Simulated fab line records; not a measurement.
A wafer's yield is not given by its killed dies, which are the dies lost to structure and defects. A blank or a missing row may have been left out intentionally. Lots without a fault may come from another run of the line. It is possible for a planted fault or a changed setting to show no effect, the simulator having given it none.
Struck lot and sound lot, side by side | flow nand_harc | 37 out of 1302 route steps
Sound: the wafers L380.1, L380.2, L380.6. Wafers struck: L387.1, L387.3, L387.5. The cause is named last.
Order at every step that has rows: each side's tool, ch and its chambers, its first start. Under that, the readings that differ: sound wafers | struck wafers | difference of the means | sigmas: that difference in standard deviations of wafers without a fault.
alike: readings with means less than 2 such deviations apart, plus words and numbers identical on both sides. not compared: withheld readings, readings lacking a value on some wafer, bounds such as >300 that could conceal the same value, and numbers that have no deviation in the record and whose values overlap.
The two part at a step that has a row with sigmas, a row that says differs or no value, or rows on one side only. Numbers that don't overlap but have no deviation are shown without sigmas and don't part them. A reading that every wafer of one side lacks parts them only if that side has two wafers or more.

first, 4 steps without rows for these wafers: NHARC_A_SGD_CUT_PRECLEAN_18 (cleans in SC1); NHARC_A_SGD_CUT_SRD_19; NHARC_A_SGD_CUT_DEP_20 (deposits SiO2, target thk 150 nm); NHARC_A_SGD_CUT_ANNEAL_27 (time 1800 s).
NHARC_A_SGD_CUT_CMP_21: polishes, target thk 148.19 nm.
  sound on cmp-01 ch 0,1, day 21 22:35; struck on cmp-04 ch 0,1,2, day 25 13:47
  alike: motor_current_A, retaining_ring_pressure_frac, time_to_endpoint_s
NHARC_A_SGD_CUT_THK_MEAS_22: measures by ellipsometry.
  sound on film_metro-01 at day 21 22:50; struck on film_metro-02 at day 25 13:59
  alike: thk_nm
then, 3 steps without rows for these wafers: NHARC_A_SGD_CUT_SRD_23; NHARC_A_SGD_CUT_ETCH_26 (etches SiO2 in dHF, target depth 45.8 nm); NHARC_A_SGD_CUT_ETCHBACK_24 (etches the open film in CH3F/O2, target depth 50 nm, time 92.857 s).
NHARC_A_SGD_CUT_STRIP_28: strips in O2, time 20 s.
  sound: rie_diel-10 ch 1,2; struck: rie_diel-10 ch 0,1
  alike: drypump_motor_current_A, oes_product_au, rf_vpp_V, showerhead_plenum_p_Torr, throttle_valve_pct
  not compared: rf_hours_counter_h
NHARC_A_SGD_CUT_INSPECT_25:
  sound on defect_inspect-02 at day 21 23:20; struck on defect_inspect-02 at day 25 14:28
  alike: raw_defect_count
then, 1 step without rows for these wafers: NHARC_A_SLIT_DEP_25 (deposits SiO2, target thk 200 nm).
NHARC_A_SLIT_DEP_00: deposits aC, target thk 6200 nm.
  sound on acl_dep-03 ch 0, day 22 01:23; struck on acl_dep-01 ch 0, day 25 16:02
  reading              | sound                | struck | difference                    | sigmas
  susceptor_temp_C (C) | 399.99 399.88 399.95 | - - -  | no value on the struck wafers |
  alike: throttle_valve_pct
then, 9 steps without rows for these wafers: NHARC_A_SLIT_DEP_23 (deposits SiON, target thk 100 nm); NHARC_A_SLIT_DEHYDRATE_01 (time 120 s); NHARC_A_SLIT_HMDS_02 (time 30 s); NHARC_A_SLIT_COAT_03 (resist thk 90 nm); NHARC_A_SLIT_SOFTBAKE_04 (time 55 s); NHARC_A_SLIT_EBR_05; NHARC_A_SLIT_EXPOSE_06 (exposes mask SLIT); NHARC_A_SLIT_PEB_07 (peb time 65 s); NHARC_A_SLIT_DEVELOP_08 (develop time 35 s).
NHARC_A_SLIT_CD_MEAS_09 targets a cd of 300 nm.
  sound on cd_sem-02 ch 0, day 22 05:54; struck on cd_sem-01 ch 0, day 25 20:29
  alike: cd_nm
NHARC_A_SLIT_OVL_MEAS_10:
  sound on overlay-01 at day 22 05:59; struck on overlay-01 at day 25 20:34
  alike: overlay_x_nm, overlay_y_nm
NHARC_A_SLIT_INSPECT_11:
  sound on defect_inspect-01 at day 22 06:01; struck on defect_inspect-01 at day 25 20:37
  alike: raw_defect_count
then, 1 step without rows for these wafers: NHARC_A_SLIT_DESCUM_14 (chemistry O2, time 3 s).
NHARC_A_SLIT_ETCH_24: etches the open film in CF4/CHF3, target depth 121 nm, time 60.5 s.
  sound on rie_diel-02 ch 0,3, day 22 06:10; struck on rie_diel-08 ch 2,3, day 25 20:46
  alike: drypump_motor_current_A, oes_product_au, rf_vpp_V, showerhead_plenum_p_Torr, throttle_valve_pct
  not compared: rf_hours_counter_h
then, 2 steps without rows for these wafers: NHARC_A_SLIT_ETCH_15 (etches the open film in O2/COS, target depth 6200 nm, time 1612 s); NHARC_A_SLIT_ETCH_17 (etches the open film in C4F8/O2/Ar, time 4254.5 s, target depth 20300 nm).
NHARC_A_SLIT_ETCH_26: etches the open film in C4F8/O2/Ar, time 90 s, target depth 400 nm.
  sound on har_etch-02 ch 0,1, day 22 11:56; struck on har_etch-02 ch 0,1, day 26 04:34
  alike: drypump_motor_current_A, he_backside_leak_sccm, showerhead_plenum_p_Torr, throttle_valve_pct
  not compared: rf_hours_counter_h
then, 1 step without rows for these wafers: NHARC_A_SLIT_STRIP_28 (strips in O2/COS).
NHARC_A_SLIT_ETCH_29: etches the open film in CF4/O2, target depth 100 nm, overetch 10 nm, time 55 s.
  sound on rie_diel-08 ch 0,1,3, day 22 12:50; struck on rie_diel-12 ch 0,1,3, day 26 05:27
  alike: drypump_motor_current_A, oes_product_au, rf_vpp_V, showerhead_plenum_p_Torr, throttle_valve_pct
  not compared: rf_hours_counter_h
then, 3 steps without rows for these wafers: NHARC_A_SLIT_STRIP_18 (strips in O2); NHARC_A_SLIT_PRECLEAN_19 (cleans in SC1); NHARC_A_SLIT_SRD_20.
NHARC_A_SLIT_CD_MEAS_21:
  sound on cd_sem-02 at day 22 13:22; struck on cd_sem-02 at day 26 05:59
  alike: cd_nm
-- the record jumps here: 5 days lie between the struck wafers' starts before and after (it left off in module A_SLIT and takes up again in module END, whose first step shown is number 1302 of the route) --
NHARC_END_SORT_01:
  sound on prober-01 ch 0, day 26 22:44; struck on prober-02 ch 0, day 30 19:57
  reading             | sound    | struck                                                               | difference                   | sigmas
  hold                | - - -    | await_dispo/6.3h/scrap await_dispo/6.3h/scrap await_dispo/6.3h/scrap | no value on the sound wafers |
  killed_at_array     | 51 45 50 | 664 670 669                                                          | +619                         | +29
  killed_at_periphery | 2 6 3    | 13 7 8                                                               | +6                           | +2
  killed_dies         | 55 52 53 | 677 677 677                                                          | +624                         | +30
  killed_short        | 2 2 1    | 6 3 7                                                                | +4                           | +2
  alike: killed_at_other, killed_open

## WHERE THEY PART
At NHARC_A_SLIT_DEP_00 first; at NHARC_END_SORT_01 last (within this record only).

WHY: what the simulator had put in
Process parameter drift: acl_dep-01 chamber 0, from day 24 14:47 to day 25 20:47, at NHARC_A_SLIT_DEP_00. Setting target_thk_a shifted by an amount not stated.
